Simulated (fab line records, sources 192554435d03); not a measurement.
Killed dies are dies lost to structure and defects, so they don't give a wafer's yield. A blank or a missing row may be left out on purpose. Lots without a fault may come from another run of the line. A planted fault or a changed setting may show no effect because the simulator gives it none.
Chamber matching | flow n5_finfet | N5_BEOL_M7_ETCH_65 on rie_diel-01: 4 sister chambers
The step etches SiARC in CF4, target depth 15.6 nm, time 26 s. 4 wafers are shown with their chamber, then 8 later ones without.

WAFERS WITH THEIR CHAMBER
wafer  | chamber | drypump_motor_current_A (A)
L093.1 | 0       | 6.7
L093.2 | 1       | 5.5
L093.3 | 3       | 5.2
L093.4 | 2       | 5.3

WAFERS WITHOUT THEIR CHAMBER
wafer  | drypump_motor_current_A (A)
L093.5 | 5.2
L093.6 | 5.3
L092.2 | 6.7
L092.3 | 5.4
L092.4 | 5.2
L094.2 | 5.3
L094.3 | 5.2
L094.5 | 5.3

WHICH CHAMBER EACH WENT THROUGH
wafer  | from the rows above     | in truth
L093.5 | 3                       | 3
L093.6 | 2                       | 2
L092.2 | 0                       | 0
L092.3 | can't be placed: 1 or 2 | 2
L092.4 | 3                       | 3
L094.2 | 2                       | 2
L094.3 | 3                       | 3
L094.5 | 2                       | 2
Placed correctly: 7 of 8. Can't be placed from these rows: 1 (the true chamber is among the candidates in 1). Placed wrongly: 0.
How it was worked out, from the rows above alone: a wafer's distance from a chamber is the root of the sum, over the readings, of the square of ((its reading less the chamber's mean) divided by the reading's scatter). The wafer belongs to the nearest chamber; if the next one is less than 2 further off, it can't be placed. A chamber's mean is the mean of its shown wafers. The scatter: with one shown wafer a chamber, the root of the mean of the squares of how far each hidden wafer lies from its nearest shown one.
